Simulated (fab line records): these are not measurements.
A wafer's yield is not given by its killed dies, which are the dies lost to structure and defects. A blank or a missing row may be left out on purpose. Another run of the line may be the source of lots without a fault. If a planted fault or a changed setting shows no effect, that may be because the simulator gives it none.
A lot that was struck, set against a sound lot / flow n5-finfet / 39 steps out of a route of 1938
Sound: the wafers L109.2, L109.3, L109.5. Struck: wafer L113.3 (L113.2, L113.4, from the same lot, were not struck and are left out); the cause is given at the end.
Order at every step that has rows: each side's tool, ch and its chambers, its first start. Under that, the readings that differ: sound wafers / struck wafers / difference of the means / sigmas: that difference in standard deviations of wafers without a fault.
alike: a reading whose means differ by less than 2 such deviations, as well as words and numbers matching on both sides. not compared: withheld readings; readings where some wafer has no value; bounds like >300 that might hide an equal value; numbers whose values overlap and for which the record gives no deviation.
A row with sigmas, a row that says differs or no value, or rows on one side alone: a step with any of these is where the two part. Non-overlapping numbers with no deviation appear without sigmas and do not part them. A reading that every wafer of one side lacks parts them only if that side has two wafers or more.

first, 10 steps without rows for these wafers: N5_BEOL_M2_STRIP_36 (strips in N2/H2); N5_BEOL_M2_TRENCH_ETCH_37 (etches SiOC in C4F6/O2, target depth 55.555 nm, time 29.2 s); N5_BEOL_M2_ETCH_41 (etches SiCN in CH3F/O2, target depth 29.9 nm, time 52.5 s); N5_BEOL_M2_STRIP_97 (strips in N2/H2, time 10 s); N5_BEOL_M2_HM_STRIP_39 (strips TiN in peroxide tin strip, target depth 25 nm, time 158 s); N5_BEOL_M2_SRD_40 (time 30 s); N5_BEOL_M2_PRECLEAN_42 (cleans in residue remover, time 60 s); N5_BEOL_M2_SRD_43 (time 30 s); N5_BEOL_M2_DEGAS_44 (time 60 s); N5_BEOL_M2_PRE_CLEAN_45 (time 30 s).
N5_BEOL_M2_ALD_84: deposits TaN, pulse time 2 s, purge time 3 s, co reactant purge time 2 s.
  sound on ald-metal-03 ch 1,2, day 8 01:56; struck on ald-metal-03 ch 0, day 10 06:51
reading=ald-cycles; sound=30 30 30; struck=47; difference=+17; sigmas=
  alike: heater-power-w
  not compared: model.TaN_of_BEOL_M2_ALD_84.thk-nm
then, 26 steps without rows for these wafers: N5_BEOL_M2_SURFACE_TREAT_85; N5_BEOL_M2_CVD_47 (deposits Co from CCTBA/H2, target thk 3 nm, time 223.8 s); N5_BEOL_M2_SPUTTER_48 (material Cu, target thk 4.5 nm, time 8.29 s); N5_BEOL_M2_ANNEAL_49 (time 240 s); N5_BEOL_M2_SPUTTER_79 (material Cu, target thk 4.5 nm, time 8.29 s); N5_BEOL_M2_ANNEAL_80 (time 240 s); N5_BEOL_M2_SPUTTER_81 (material Cu, target thk 4.5 nm, time 8.29 s); N5_BEOL_M2_ANNEAL_82 (time 240 s); N5_BEOL_M2_SPUTTER_86 (material Cu, target thk 4.5 nm, time 8.29 s); N5_BEOL_M2_ANNEAL_87 (time 240 s); N5_BEOL_M2_SPUTTER_88 (material Cu, target thk 4.5 nm, time 8.29 s); N5_BEOL_M2_ANNEAL_89 (time 240 s); N5_BEOL_M2_SPUTTER_90 (material Cu, target thk 4.5 nm, time 8.29 s); N5_BEOL_M2_ANNEAL_91 (time 240 s); N5_BEOL_M2_SPUTTER_92 (material Cu, target thk 4.5 nm, time 8.29 s); N5_BEOL_M2_ANNEAL_93 (time 240 s); N5_BEOL_M2_SPUTTER_94 (material Cu, target thk 4.5 nm, time 8.29 s); N5_BEOL_M2_ANNEAL_95 (time 240 s); N5_BEOL_M2_SPUTTER_96 (material Cu, target thk 4.5 nm, time 8.29 s); N5_BEOL_M2_ECD_50 (material Cu, target thk 300 nm); N5_BEOL_M2_ANNEAL_51 (time 90 s); N5_BEOL_M2_CMP_52 (polishes, stops on SiOC, t overpolish 6.8 s, target thk 40 nm); N5_BEOL_M2_PRE_CLEAN_60 (time 15 s); N5_BEOL_M2_CO_CAP_55 (material Co, precursor CCTBA/H2, target thk 2 nm, time 102.1 s); N5_BEOL_M2_PRE_CLEAN_56 (time 15 s); N5_BEOL_M2_DEP_57 (deposits SiCN from 3MS/NH3, target thk 8 nm, time 14 s).
N5_BEOL_M4_RC_MEAS_101:
  sound on prober-01 ch 0, day 9 05:07; struck on prober-01 ch 0, day 11 08:46
reading=CHAIN_V1 (ohm/link); sound=219 230 221; struck=390; difference=+167; sigmas=+17
reading=CHAIN_V1_max_site (ohm/link); sound=225 236 229; struck=397; difference=+167; sigmas=+17
reading=IOFF_P (nA/um); sound=0.24 0.19 0.26; struck=0.31; difference=+0.08; sigmas=+2
reading=ION_P (uA/um); sound=465 442 462; struck=471; difference=+15; sigmas=+2
reading=SERP_M2 (ohm/um); sound=197 209 192; struck=311; difference=+112; sigmas=+7
reading=SERP_M2_max_site (ohm/um); sound=216 220 203; struck=331; difference=+118; sigmas=+6
reading=SS_P (mV/dec); sound=74.6 73.2 74.4; struck=75.5; difference=+1.4; sigmas=+2
  alike: DIBL_N, DIBL_P, IOFF_N, ION_N, SS_N, VT_N, VT_P
-- the record jumps here: 5 days lie between the struck wafers' starts before and after (it left off in module BEOL_M4 and takes up again in module PASSIVATION, whose first step shown is number 1936 of the route) --
N5_PASSIVATION_PROBE_49:
  sound: prober-01 at day 13 18:26; struck: prober-02 at day 15 23:15
reading=sort_bin_4_leakage (%); sound=0 0 0.08; struck=0; difference=+0; sigmas=-4
reading=sort_bin_8_speed (%); sound=0 0 0; struck=0.51; difference=+0.51; sigmas=+26
  alike: defect-limited-yield, killed_at_M0_to_M3, killed_at_M4_up, killed-at-contacts, killed-at-front-end, killed-at-other, killed-dies, killed-open, killed-short, sort_bin_5_function, sort_bin_6_memory, sort-n-pass

WHERE THEY PART
At N5_BEOL_M4_RC_MEAS_101 first; at N5_PASSIVATION_PROBE_49 last (within this record only).

WHY: what the simulator had put in
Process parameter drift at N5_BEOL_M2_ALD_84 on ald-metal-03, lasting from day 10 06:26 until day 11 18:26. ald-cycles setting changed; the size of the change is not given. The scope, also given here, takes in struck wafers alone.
